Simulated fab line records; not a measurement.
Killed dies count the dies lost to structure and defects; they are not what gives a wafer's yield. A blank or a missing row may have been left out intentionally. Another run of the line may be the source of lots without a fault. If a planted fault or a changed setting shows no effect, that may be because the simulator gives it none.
Matching of chambers    flow nand_harc    NHARC_P_ZERO_WELL_DESCUM_26 on rie_diel-01: 4 sister chambers
The step chemistry O2, time 3 s. 8 wafers are shown with their chamber, then 9 later ones without.

EACH WAFER AND ITS CHAMBER
wafer   chamber  drypump_motor_current_A (A)  oes_product_au (a.u.)
L078.4  0        5.0                          1.001
L080.2  1        4.8                          1.000
L080.5  1        4.8                          0.994
L080.6  2        5.7                          1.005
L082.1  2        5.7                          1.003
L084.1  0        4.9                          0.997
L084.3  3        5.3                          1.010
L084.4  3        5.3                          1.010

WAFERS WHOSE CHAMBER IS MISSING
wafer   drypump_motor_current_A (A)  oes_product_au (a.u.)
L085.1  4.8                          0.989
L085.2  5.3                          1.001
L085.3  4.9                          0.992
L086.2  5.3                          1.001
L086.3  4.8                          0.995
L086.5  5.7                          0.999
L092.3  5.0                          0.995
L092.5  5.3                          1.003
L092.6  4.9                          0.994

CHAMBER TAKEN BY EACH
wafer   from the rows above      in truth
L085.1  1                        1
L085.2  3                        3
L085.3  can't be placed: 0 or 1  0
L086.2  3                        3
L086.3  1                        1
L086.5  2                        2
L092.3  0                        0
L092.5  3                        3
L092.6  can't be placed: 0 or 1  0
Correctly placed: 7 of 9. Not placeable from these rows: 2 (in 2, the candidates include the true chamber). 0 placed wrongly.
How it was worked out, from the rows above alone: a wafer's distance from a chamber is the root of the sum, over the readings, of the square of ((its reading less the chamber's mean) divided by the reading's scatter). The wafer belongs to the nearest chamber; if the next one is less than 2 further off, it can't be placed. A chamber's mean is the mean of its shown wafers. The scatter is the square root of a quotient: the sum, over the shown wafers, of each reading's squared deviation from its chamber's mean, divided by wafers minus chambers.
